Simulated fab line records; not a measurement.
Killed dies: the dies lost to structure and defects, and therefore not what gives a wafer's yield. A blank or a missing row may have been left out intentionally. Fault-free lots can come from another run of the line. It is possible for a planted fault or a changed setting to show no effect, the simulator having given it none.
Chamber matching -- flow n5Finfet -- pecvd-02 running N5_BEOL_M1_PECVD_72: 3 sister chambers
The step deposits SiO2 from TEOS/O2, target thk 16 nm, time 18 s. 18 wafers are shown with their chamber, then 9 later ones without.

EACH WAFER AND ITS CHAMBER
wafer,chamber,throttleValvePct (%),showerheadPlenumPTorr (Torr),rfFwdPowerW (W)
L077.4,0,22.0,8.76,444.9
L077.5,2,19.7,8.78,443.0
L077.6,1,23.3,8.83,446.7
L079.2,2,19.6,8.78,441.4
L079.3,1,23.4,8.83,442.7
L079.4,1,23.6,8.83,442.4
L082.1,0,21.9,8.75,447.2
L082.2,2,19.8,8.78,442.3
L082.6,1,23.3,8.84,444.7
L083.4,0,21.7,8.74,444.8
L083.5,1,23.5,8.84,442.9
L083.6,2,19.6,8.79,441.8
L087.1,1,23.6,8.86,443.1
L087.2,0,21.7,8.75,444.6
L087.3,2,19.6,8.77,441.1
L089.4,2,19.8,8.74,440.6
L089.5,1,23.3,8.82,443.5
L089.6,0,22.0,8.74,445.5

SIGNATURES (means of the wafers above)
reading,chamber 0,chamber 1,chamber 2,scatter within a chamber
throttleValvePct,21.860,23.429,19.683,0.13
showerheadPlenumPTorr,8.7480,8.8357,8.7733,0.0136
rfFwdPowerW,445.400,443.714,441.700,1.21
Rule: a wafer's distance from a chamber is the root of the sum, over the readings, of the square of ((its reading less the chamber's mean) divided by the reading's scatter). The wafer belongs to the nearest chamber; if the next one is less than 2 further off, it can't be placed. How the scatter is found: for the shown wafers, subtract from each reading the mean of its chamber, square and add these, divide the total by (wafers less chambers), then take the root.

WAFERS WHOSE CHAMBER IS MISSING
wafer,throttleValvePct (%),showerheadPlenumPTorr (Torr),rfFwdPowerW (W)
L091.1,19.8,8.78,440.4
L091.3,23.3,8.84,442.6
L091.6,23.3,8.85,444.0
L095.2,23.2,8.82,445.0
L095.4,21.9,8.74,446.5
L095.5,23.3,8.84,445.3
L097.2,23.4,8.85,446.3
L097.3,19.7,8.77,441.6
L097.5,23.1,8.83,446.0

EACH ONE'S CHAMBER
wafer,from the rows above,in truth
L091.1,2,2
L091.3,1,1
L091.6,1,1
L095.2,1,1
L095.4,0,0
L095.5,1,1
L097.2,1,1
L097.3,2,2
L097.5,1,1
9 of 9 placed correctly. Number that these rows cannot place: 0. Wrongly placed: 0.
